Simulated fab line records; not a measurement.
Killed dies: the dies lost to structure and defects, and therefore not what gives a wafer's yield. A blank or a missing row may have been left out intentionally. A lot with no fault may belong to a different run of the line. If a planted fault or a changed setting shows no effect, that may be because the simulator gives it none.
Matching of chambers -- flow nand-harc -- NHARC_P_M1_CMP_23 on cmp-04 has 4 sister chambers
The step polishes, t overpolish 20 s, target thk 157.82 nm. 14 wafers are shown with their chamber, then 7 later ones without.

WAFERS WITH THEIR CHAMBER
wafer,chamber,motor-current-A (A),time-to-endpoint-s (s),edge-zone-pressure-frac
L286.1,0,11.3,29.5,0.995
L286.4,3,11.7,30.2,1.003
L286.6,0,11.1,27.9,1.003
L288.1,0,11.6,28.7,0.998
L288.3,3,11.8,29.9,1.006
L288.5,2,10.6,32.2,1.003
L295.2,2,11.2,27.8,1.000
L295.4,0,10.9,25.7,0.989
L295.6,1,11.4,25.4,1.005
L296.2,0,11.6,27.5,1.004
L296.4,3,12.2,29.3,0.994
L296.6,3,11.3,26.7,0.998
L303.1,0,11.5,29.1,0.993
L303.2,2,10.3,30.5,1.000

SIGNATURES, as means of the wafers listed above
reading,chamber 0,chamber 1,chamber 2,chamber 3,scatter within a chamber
motor-current-A,11.333,11.400,10.700,11.750,0.353
time-to-endpoint-s,28.067,25.400,30.167,29.025,1.64
edge-zone-pressure-frac,0.99700,1.00500,1.00100,1.00025,0.00511
Rule: for each reading, subtract the chamber's mean from the wafer's reading, divide by that reading's scatter and square the result; add these up over the readings and take the root, which gives the wafer's distance from the chamber. If the next closest chamber is less than 2 further off than the closest, the wafer can't be placed; otherwise it belongs to the closest. How the scatter is found: for the shown wafers, subtract from each reading the mean of its chamber, square and add these, divide the total by (wafers less chambers), then take the root.

WAFERS MISSING THEIR CHAMBER
wafer,motor-current-A (A),time-to-endpoint-s (s),edge-zone-pressure-frac
L303.3,11.9,28.6,1.008
L308.3,11.1,28.1,1.004
L308.5,11.8,24.9,1.000
L308.6,10.2,27.7,1.002
L309.1,11.5,28.8,0.999
L309.2,11.6,29.5,0.999
L309.4,11.5,26.6,1.005

WHICH CHAMBER EACH ONE RAN IN
wafer,from the rows above,in truth
L303.3,can't be placed: 3 or 1 or 0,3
L308.3,can't be placed: 0 or 2 or 1 or 3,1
L308.5,can't be placed: 1 or 0 or 3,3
L308.6,can't be placed: 2 or 0 or 1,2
L309.1,can't be placed: 0 or 3 or 1 or 2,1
L309.2,can't be placed: 3 or 0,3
L309.4,can't be placed: 1 or 0 or 3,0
Placed correctly: 0 of 7. Cannot be placed on the basis of these rows: 7; the candidates contain the true chamber in 7. Number placed wrongly: 0.
